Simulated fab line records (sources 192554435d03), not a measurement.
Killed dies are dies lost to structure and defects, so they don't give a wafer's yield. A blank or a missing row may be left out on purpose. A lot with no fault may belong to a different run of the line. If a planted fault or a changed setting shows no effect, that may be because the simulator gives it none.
Matching of chambers || flow n5-finfet || N5_BEOL_M12_ETCH_67 on rie-diel-03 has 4 sister chambers
The step etches SiARC in CF4, target depth 143 nm, time 238.3 s. 4 wafers are shown with their chamber, then 9 later ones without.

== WAFERS WITH THEIR CHAMBER ==
{"wafer": "L087.3", "chamber": 1, "showerhead-plenum-p-Torr (Torr)": 2.06}
{"wafer": "L087.5", "chamber": 0, "showerhead-plenum-p-Torr (Torr)": 2.19}
{"wafer": "L089.3", "chamber": 3, "showerhead-plenum-p-Torr (Torr)": 2.16}
{"wafer": "L089.5", "chamber": 2, "showerhead-plenum-p-Torr (Torr)": 2.29}

== WAFERS WITH NO CHAMBER GIVEN ==
{"wafer": "L094.2", "showerhead-plenum-p-Torr (Torr)": 2.29}
{"wafer": "L094.3", "showerhead-plenum-p-Torr (Torr)": 2.19}
{"wafer": "L094.4", "showerhead-plenum-p-Torr (Torr)": 2.16}
{"wafer": "L096.1", "showerhead-plenum-p-Torr (Torr)": 2.29}
{"wafer": "L096.2", "showerhead-plenum-p-Torr (Torr)": 2.19}
{"wafer": "L096.6", "showerhead-plenum-p-Torr (Torr)": 2.16}
{"wafer": "L097.1", "showerhead-plenum-p-Torr (Torr)": 2.29}
{"wafer": "L097.3", "showerhead-plenum-p-Torr (Torr)": 2.05}
{"wafer": "L097.5", "showerhead-plenum-p-Torr (Torr)": 2.19}

== EACH ONE'S CHAMBER ==
{"wafer": "L094.2", "from the rows above": 2, "in truth": 2}
{"wafer": "L094.3", "from the rows above": 0, "in truth": 0}
{"wafer": "L094.4", "from the rows above": 3, "in truth": 3}
{"wafer": "L096.1", "from the rows above": 2, "in truth": 2}
{"wafer": "L096.2", "from the rows above": 0, "in truth": 0}
{"wafer": "L096.6", "from the rows above": 3, "in truth": 3}
{"wafer": "L097.1", "from the rows above": 2, "in truth": 2}
{"wafer": "L097.3", "from the rows above": 1, "in truth": 1}
{"wafer": "L097.5", "from the rows above": 0, "in truth": 0}
Correctly placed: 9 of 9. Left unplaced by these rows: 0. Wrongly placed: 0.
How it was worked out, from the rows above alone: a wafer's distance from a chamber is the root of the sum, over the readings, of the square of ((its reading less the chamber's mean) divided by the reading's scatter). The wafer belongs to the nearest chamber; if the next one is less than 2 further off, it can't be placed. A chamber's mean is the mean of its shown wafers. The scatter: with one shown wafer a chamber, the root of the mean of the squares of how far each hidden wafer lies from its nearest shown one.
